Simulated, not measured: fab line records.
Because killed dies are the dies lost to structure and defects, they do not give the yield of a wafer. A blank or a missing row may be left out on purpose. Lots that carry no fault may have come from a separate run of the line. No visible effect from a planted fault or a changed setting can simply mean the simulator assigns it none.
Matching of chambers | flow nand-harc | 4 sister chambers for NHARC_A_STAIRCASE_ALD_420 on ald-hk-02
The step deposits SiO2, target thk 20 nm, pulse time 6 s, ald cycles 200. 8 wafers are shown with their chamber, then 9 later ones without.

## WAFERS PAIRED WITH THEIR CHAMBERS
wafer  | chamber | heater-power-w (W) | precursor-pulse-height-rel
L085.2 | 3       | 393                | 1.007
L084.4 | 1       | 417                | 1.017
L086.2 | 3       | 400                | 1.038
L086.3 | 0       | 627                | 0.996
L086.5 | 2       | 447                | 0.976
L087.2 | 2       | 445                | 0.986
L087.3 | 0       | 647                | 1.003
L087.4 | 1       | 428                | 0.989

## WAFERS MISSING THEIR CHAMBER
wafer  | heater-power-w (W) | precursor-pulse-height-rel
L089.1 | 398                | 1.023
L089.2 | 437                | 0.995
L089.4 | 635                | 0.987
L093.1 | 444                | 0.990
L093.3 | 419                | 1.002
L093.5 | 404                | 1.002
L094.3 | 614                | 0.985
L094.4 | 445                | 1.008
L094.5 | 412                | 1.040

## EACH ONE'S CHAMBER
wafer  | from the rows above     | in truth
L089.1 | 3                       | 3
L089.2 | can't be placed: 2 or 1 | 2
L089.4 | 0                       | 0
L093.1 | 2                       | 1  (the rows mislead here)
L093.3 | 1                       | 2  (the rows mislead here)
L093.5 | can't be placed: 3 or 1 | 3
L094.3 | 0                       | 0
L094.4 | can't be placed: 2 or 1 | 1
L094.5 | can't be placed: 3 or 1 | 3
3 of 9 placed correctly. Can't be placed from these rows: 4 (the true chamber is among the candidates in 4). Placed wrongly: 2.
How it was worked out, from the rows above alone: a wafer's distance from a chamber is the root of the sum, over the readings, of the square of ((its reading less the chamber's mean) divided by the reading's scatter). The wafer belongs to the nearest chamber; if the next one is less than 2 further off, it can't be placed. Each chamber's mean is taken over the wafers shown for it. The scatter is the square root of a quotient: the sum, over the shown wafers, of each reading's squared deviation from its chamber's mean, divided by wafers minus chambers.
